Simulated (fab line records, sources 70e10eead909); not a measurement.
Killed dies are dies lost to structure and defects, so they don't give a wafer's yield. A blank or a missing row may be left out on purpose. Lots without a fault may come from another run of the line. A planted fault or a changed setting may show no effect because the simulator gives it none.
fab line records | flow nand_harc
record lots=12 wafers=36 last_day=33
route steps=1302 shown A_CHANNEL_HOLE_D1@478 A_CHANNEL_FILL_D1@492 END@1302
lots that met no fault: from a run of the same line without faults
start_h: hours from the record's first day to the start of the lot's first wafer shown | wait_h: hours since the lot's step before | " the same as in the row above | L1.1+2: a row that stands for several wafers | - no value, or no start given | * or withheld: withheld | < > ~ a bound
route shown NAME@n: a module of which the file shows steps, and the number in the route of the first | usual: mean/standard deviation of fault-free wafers | same: alike in all rows | chamber/n: place in a boat | sites: the reading at each site | _std_site: their standard deviation | _edge_site: outer sites' mean less inner sites' | radius_mm: how far each site lies from the wafer's centre | mask NAME#n: copy n | behind: the tool/chamber that last shaped the wafer | hold: why the lot was held/for how many hours/how that ended | device: the transistor (n, p or np) that didn't switch | end of line: the same wafers' tests at the end of the route | a step without rows: its recipe alone | killed: dies lost to structure and defects at the first sort, not the wafer's yield | map: a wafer's dies, x killed, . not, _ none there
set.NAME: the setting as run; set.NAME@STEP: as run at that earlier step | model.NAME: the simulator's own value behind a step, which no gauge read
steps of the route over a sample of lots; a table a step, a row a wafer
services: from which hour (start_h, from the record's first day; less than 0 if before it) a tool's chamber was out of use, for how many hours, and why
## steps
# step NHARC_A_CHANNEL_HOLE_D1_ETCH_26
# recipe bias_v=300 source_w=2000 pressure_mtorr=30 time_s=224.1 ar_flow_sccm=375 c4f8_flow_sccm=11.4 o2_flow_sccm=113.6 temp_c=-20 target_depth_a=3000 chemistry=C4F8/O2/Ar
# usual drypump_motor_current_A=5.6/0.36 showerhead_plenum_p_Torr=3.68/0.14 throttle_valve_pct=24.584/0.0084
# columns lot.wafer tool chamber start_h wait_h drypump_motor_current_A rf_hours_counter_h showerhead_plenum_p_Torr throttle_valve_pct
L481.1 har_etch-02 0 200.59 0.6 5.7 310 3.74 24.588
L481.3 " 0 " " 5.7 - 3.74 24.564
L481.6 " 0 " " 5.7 - 3.74 24.578
L483.2 har_etch-01 1 218.57 0.6 5.1 106 3.77 24.583
L483.4 " 0 " " 6.1 - 3.67 24.586
L483.6 " 0 " " 6.1 - 3.67 24.583
L484.1 har_etch-02 1 238.59 1.5 5.7 337 3.43 24.585
L484.2 " 1 " " 5.7 - 3.43 24.589
L484.6 " 1 " " 5.7 - 3.43 24.582
L485.2 har_etch-02 1 254.54 1.2 5.7 - 3.43 24.594
L485.3 " 1 " " 5.7 - 3.43 24.581
L485.5 " 1 " " 5.7 - 3.43 24.574
L486.4 har_etch-01 0 255.64 0.5 6.1 - 3.66 24.592
L486.6 " 0 " " 6.1 - 3.66 24.579
L486.5 " 1 " " 5.1 - 3.76 24.598
L488.2 har_etch-01 1 284.54 0.7 5.1 145 3.75 24.597
L488.1 " 0 " " 6.1 145 3.65 24.583
L488.4 " 1 " " 5.1 - 3.75 24.588
L489.2 har_etch-01 1 288.70 0.7 5.1 148 3.74 24.585
L489.3 " 0 " " 6.0 - 3.65 24.585
L489.6 " 1 " " 5.1 - 3.74 24.586
L497.2 har_etch-01 0 371.66 0.6 6.1 198 3.62 24.591
L497.4 " 0 " " 6.1 - 3.62 24.598
L497.6 " 0 " " 6.1 - 3.62 24.578
L498.1 har_etch-02 0 372.77 0.7 5.7 405 3.68 24.583
L498.3 " 0 " " 5.7 - 3.68 24.580
L498.5 " 0 " " 5.7 - 3.68 24.597
L500.2 har_etch-01 1 405.39 0.7 5.1 225 3.70 24.592
L500.3 " 0 " " 6.1 - 3.61 24.583
L500.6 " 1 " " 5.1 - 3.70 24.578
L501.1 har_etch-02 0 406.68 0.7 5.7 11 3.68 24.584
L501.2 " 1 " " 5.7 11 3.95 24.594
L501.4 " 0 " " 5.7 - 3.68 24.579
L502.4 har_etch-01 1 409.64 0.4 5.1 - 3.70 24.591
L502.5 " 0 " " 6.1 - 3.60 24.582
L502.6 " 1 " " 5.1 - 3.70 24.598
# step NHARC_A_CHANNEL_HOLE_D1_ETCH_33
# recipe bias_v=400 source_w=2000 pressure_mtorr=25 time_s=90 ar_flow_sccm=375 c4f8_flow_sccm=41.7 o2_flow_sccm=83.3 temp_c=-20 target_depth_a=4000 chemistry=C4F8/O2/Ar
# usual drypump_motor_current_A=5.6/0.36 showerhead_plenum_p_Torr=3.67/0.14 throttle_valve_pct=27.620/0.0091
# columns lot.wafer tool chamber start_h wait_h drypump_motor_current_A rf_hours_counter_h showerhead_plenum_p_Torr throttle_valve_pct
L481.1 har_etch-02 0 200.79 0.2 5.7 311 3.73 27.617
L481.3 " 0 " " 5.7 - 3.73 27.629
L481.6 " 0 " " 5.7 - 3.73 27.644
L483.2 har_etch-01 1 218.77 0.2 5.1 106 3.76 27.630
L483.4 " 0 " " 6.1 - 3.67 27.611
L483.6 " 0 " " 6.1 - 3.67 27.626
L484.1 har_etch-02 1 238.98 0.3 5.7 337 3.43 27.608
L484.2 " 1 " " 5.7 - 3.43 27.631
L484.6 " 1 " " 5.7 - 3.43 27.615
L485.2 har_etch-02 1 254.93 0.3 5.7 - 3.43 27.617
L485.3 " 1 " " 5.7 - 3.43 27.615
L485.5 " 1 " " 5.7 - 3.43 27.625
L486.4 har_etch-01 0 255.84 0.2 6.0 - 3.66 27.616
L486.6 " 0 " " 6.0 - 3.66 27.625
L486.5 " 1 " " 5.1 - 3.75 27.617
L488.2 har_etch-01 1 284.74 0.2 5.2 145 3.74 27.625
L488.1 " 0 " " 6.1 145 3.65 27.622
L488.4 " 1 " " 5.1 - 3.74 27.615
L489.2 har_etch-01 1 288.90 0.2 5.1 149 3.74 27.622
L489.3 " 0 " " 6.1 - 3.65 27.618
L489.6 " 1 " " 5.1 - 3.74 27.637
L497.2 har_etch-01 0 371.85 0.2 6.1 198 3.62 27.631
L497.4 " 0 " " 6.1 - 3.62 27.632
L497.6 " 0 " " 6.1 - 3.62 27.622
L498.1 har_etch-02 0 372.97 0.2 5.7 405 3.68 27.617
L498.3 " 0 " " 5.7 - 3.68 27.613
L498.5 " 0 " " 5.7 - 3.68 27.620
L500.2 har_etch-01 1 405.59 0.2 5.1 225 3.69 27.629
L500.3 " 0 " " 6.1 - 3.60 27.623
L500.6 " 1 " " 5.1 - 3.69 27.625
L501.1 har_etch-02 0 406.88 0.2 5.7 12 3.67 27.626
L501.2 " 1 " " 5.7 12 3.94 27.630
L501.4 " 0 " " 5.7 - 3.67 27.607
L502.4 har_etch-01 1 409.83 0.2 5.1 - 3.69 27.635
L502.5 " 0 " " 6.1 - 3.60 27.608
L502.6 " 1 " " 5.1 - 3.69 27.620
# step NHARC_A_CHANNEL_FILL_D1_ALD_02
# recipe target_thk_a=60 pulse_time_s=10 ald_cycles=60 temp_c=300 material=SiO2
# usual ald_cycles=60/0 heater_power_outer_w=269/28 heater_power_w=475/46 precursor_pulse_height_rel=1.001/0.02
# columns lot.wafer tool chamber start_h wait_h ald_cycles heater_power_outer_w heater_power_w precursor_pulse_height_rel
L481.1 ald_hk-02 0 202.83 - 60 320 517 1.032
L481.3 " 1 " " 60 226 407 0.993
L481.6 " 3 " " 60 299 562 0.989
L483.4 ald_hk-01 0 220.79 - 60 282 483 1.034
L483.2 " 2 " " 60 273 497 0.987
L483.6 " 0 " " 60 280 489 0.995
L484.1 ald_hk-01 1 241.45 0.3 60 228 414 0.972
L484.2 " 2 " " 60 277 504 1.002
L484.6 " 0 " " 60 280 496 0.990
L485.3 ald_hk-02 0 257.30 - 60 315 540 0.969
L485.2 " 1 " " 60 227 422 0.968
L485.5 " 2 " " 60 263 486 0.997
L486.4 ald_hk-02 0 257.86 0.3 60 313 537 1.032
L486.6 " 2 " " 60 259 471 1.018
L486.5 " 3 " " 60 298 552 1.001
L488.4 ald_hk-01 1 291.31 - 60 226 409 0.984
L488.1 " 3 " " 60 249 417 1.025
L488.2 " 0 " " 60 284 500 1.006
L489.3 ald_hk-01 2 292.08 - 60 277 483 0.975
L489.2 " 0 " " 60 275 490 1.023
L489.6 " 3 " " 60 241 422 0.998
L497.2 ald_hk-01 3 374.42 0.7 - - - -
L497.4 " 1 " " - - - -
L497.6 " 2 " " - - - -
L498.1 ald_hk-01 0 374.91 - - - - -
L498.3 " 1 " " - - - -
L498.5 " 1 " " - - - -
L500.3 ald_hk-02 2 407.53 - 60 264 478 0.985
L500.2 " 0 " " 60 327 541 1.017
L500.6 " 3 " " 60 283 534 0.980
L501.2 ald_hk-01 1 408.81 - 60 242 415 0.974
L501.4 " 2 " " 60 276 483 0.975
L501.1 " 3 " " 60 245 426 1.020
L502.4 ald_hk-03 2 411.86 - 60 235 416 1.005
L502.6 " 3 " " 60 280 444 1.002
L502.5 " 0 " " 60 273 493 0.997
# step NHARC_A_CHANNEL_FILL_D1_ALD_03
# recipe target_thk_a=60 pulse_time_s=60 ald_cycles=58 temp_c=630 pressure_torr=2 material=SiNx
# usual chamber_pressure_Torr=2.000/0.0049 precursor_pulse_height_rel=1.001/0.02
# same ald_cycles=58
# columns lot.wafer tool chamber start_h wait_h chamber_pressure_Torr precursor_pulse_height_rel
L481.1 ald_sin_batch-02 0 - - 1.997 1.002
L481.3 " 0 " " 1.999 1.051
L481.6 " 0 " " 1.998 1.020
L483.2 ald_sin_batch-02 0 - - 2.001 0.997
L483.4 " 0 " " 2.002 1.012
L483.6 " 0 " " 2.000 0.983
L484.1 ald_sin_batch-02 0 - - 2.003 0.998
L484.2 " 0 " " 1.993 0.958
L484.6 " 0 " " 1.998 1.000
L485.2 ald_sin_batch-03 0 - - 1.997 0.983
L485.3 " 0 " " 1.999 1.007
L485.5 " 0 " " 1.998 0.995
L486.4 ald_sin_batch-03 0 - - 1.990 1.040
L486.5 " 0 " " 2.003 1.044
L486.6 " 0 " " 1.997 1.027
L488.1 ald_sin_batch-02 0 - - 1.995 0.996
L488.2 " 0 " " 1.999 1.043
L488.4 " 0 " " 1.998 1.004
L489.2 ald_sin_batch-02 0 - - 1.999 1.008
L489.3 " 0 " " 1.995 0.973
L489.6 " 0 " " 1.992 1.020
L497.2 ald_sin_batch-03 0 - - 1.997 0.980
L497.4 " 0 " " 1.996 0.994
L497.6 " 0 " " 1.997 0.999
L498.1 ald_sin_batch-03 0 - - 1.995 1.004
L498.3 " 0 " " 1.990 0.989
L498.5 " 0 " " 1.997 1.010
L500.2 ald_sin_batch-02 0 - - 1.999 0.988
L500.3 " 0 " " 2.003 0.971
L500.6 " 0 " " 2.012 0.977
L501.1 ald_sin_batch-02 0 - - 1.994 1.018
L501.2 " 0 " " 1.995 1.023
L501.4 " 0 " " 1.993 0.991
L502.4 ald_sin_batch-02 0 - - 2.006 0.974
L502.5 " 0 " " 2.003 1.003
L502.6 " 0 " " 2.001 1.015
# step NHARC_END_SORT_01
# recipe temp_c=25
# usual killed_at_array=52/19 killed_at_other=1.0/1.2 killed_at_periphery=4.1/2.8 killed_dies=57/19 killed_open=3.1/1.7 killed_short=2.5/1.5
# same gross_dies=677
# columns lot.wafer tool chamber start_h wait_h killed_at_array killed_at_other killed_at_periphery killed_dies killed_open killed_short
L498.1 prober-01 0 749.31 2.5 675 2 0 677 3 2
L498.3 prober-01 0 750.89 3.1 673 0 4 677 4 0
L498.5 prober-01 0 752.47 3.7 675 1 1 677 2 4
L497.2 prober-01 0 762.10 2.8 677 0 0 677 2 1
L497.4 prober-01 0 763.69 3.4 675 0 2 677 5 2
L497.6 prober-01 0 765.27 4.0 674 1 2 677 5 3
# killed by level:class
L498.1 A_CHANNEL_FILL_D1:area_ald=622 A_CHANNEL_HOLE_D1:chamber_film_flake=22 A_CHANNEL_HOLE_D2:chamber_film_flake=9 A_SLIT:chamber_film_flake=7 A_CONTACT:chamber_film_flake=6 A_WL_FILL:geometric_particle:open=2 A_ZERO_WELL:chamber_film_flake=2 THIN_TSV:chamber_film_flake=2
L498.3 A_CHANNEL_FILL_D1:area_ald=611 A_CHANNEL_HOLE_D1:chamber_film_flake=21 A_CHANNEL_HOLE_D2:chamber_film_flake=21 A_CONTACT:chamber_film_flake=9 A_SLIT:chamber_film_flake=3 A_ZERO_WELL:chamber_film_flake=3 A_STAIRCASE:chamber_film_flake=2 P_CONTACT:geometric_particle:open=1
L498.5 A_CHANNEL_FILL_D1:area_ald=608 A_CHANNEL_HOLE_D1:chamber_film_flake=18 A_CHANNEL_HOLE_D2:chamber_film_flake=16 A_CONTACT:chamber_film_flake=12 A_SLIT:chamber_film_flake=8 A_STAIRCASE:chamber_film_flake=4 A_SOURCE_PLATE:geometric_particle:short=1 A_ONON_D1:geometric_particle:short=1
L497.2 A_CHANNEL_FILL_D1:area_ald=651 A_SLIT:chamber_film_flake=11 A_CONTACT:chamber_film_flake=6 A_CHANNEL_HOLE_D1:chamber_film_flake=3 A_SGD_CUT:chamber_film_flake=2 A_CHANNEL_FILL_D1:geometric_particle:short=1 A_DECK1_JOINT:geometric_particle:open=1 A_CHANNEL_FILL_D2:geometric_particle:open=1
L497.4 A_CHANNEL_FILL_D1:area_ald=637 A_SLIT:chamber_film_flake=10 A_CONTACT:chamber_film_flake=8 A_CHANNEL_HOLE_D1:chamber_film_flake=6 A_STAIRCASE:chamber_film_flake=5 A_CHANNEL_FILL_D1:chamber_film_flake=3 P_GATE:geometric_particle:open=1 P_M0:geometric_particle:open=1
L497.6 A_CHANNEL_FILL_D1:area_ald=642 A_CONTACT:chamber_film_flake=9 A_CHANNEL_HOLE_D1:chamber_film_flake=8 A_SLIT:chamber_film_flake=5 A_M1:geometric_particle:open=2 P_GATE:geometric_particle:open=1 A_ONON_D1:geometric_particle:short=1 A_CHANNEL_HOLE_D1:geometric_particle:open=1
## services
# columns tool chamber start_h hours kind
ald_hk-02 0 182.13 - clean
ald_hk-03 - 212.00 10.0 pm
har_etch-02 0 231.03 - consumable_replace:focus_ring
har_etch-02 0 231.03 17.0 scheduled_down
har_etch-02 0 231.03 17.0 vent_cycle
har_etch-02 1 263.24 - consumable_replace:showerhead
har_etch-02 1 263.24 17.0 scheduled_down
har_etch-02 1 263.24 17.0 vent_cycle
ald_sin_batch-02 - 266.00 26.0 pm
ald_hk-01 1 297.18 10.0 vent_cycle
ald_hk-01 2 297.18 10.0 vent_cycle
ald_hk-01 0 307.18 - clean
ald_hk-01 1 307.18 - clean
ald_hk-01 2 307.18 - clean
ald_hk-01 3 307.18 - clean
ald_hk-02 - 350.13 10.0 pm
har_etch-02 - 377.00 17.0 pm
har_etch-02 0 377.00 17.0 vent_cycle
har_etch-02 1 377.00 17.0 vent_cycle
ald_hk-03 - 390.00 10.0 pm
har_etch-02 0 394.00 - clean
har_etch-02 0 394.00 - consumable_replace:esc
har_etch-02 1 394.00 - clean
har_etch-02 1 394.00 - consumable_replace:focus_ring
## key
first_sign step=NHARC_A_CHANNEL_FILL_D1_ALD_02 reading=tool_record direction=missing
effect step=NHARC_END_SORT_01 reading=killed_dies direction=up sigmas=33 usual=57 struck=677
more_kills_born_at NHARC_A_CHANNEL_FILL_D1_ALD_02@ald_hk-01=3771
met_at NHARC_A_CHANNEL_FILL_D1_ALD_02
struck_lots L497,L498
later_rows_left_out L497.2,L497.4,L497.6,L498.1,L498.3,L498.5
tester_left_out L497,L498
not_acting_at NHARC_A_CHANNEL_HOLE_D1_ETCH_26,NHARC_A_CHANNEL_HOLE_D1_ETCH_33,NHARC_A_CHANNEL_FILL_D1_ALD_03
onset_between 292.08 374.42
fault kind=skipped_step_whole tool=ald_hk-01 chamber=- onset_h=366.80 steps=NHARC_A_CHANNEL_FILL_D1_ALD_02 scope=struck_lots_only
# tester_left_out: of these lots the tester's yield and bins aren't shown, on N5 and GAA mostly nor the transistor test; their killed dies are dies lost to structure and defects alone, not to doping, threshold or leakage, so they don't give the yield
# later_rows_left_out: the simulator's readings of these wafers behind a module that went badly wrong aren't trusted and aren't shown, but for the sort
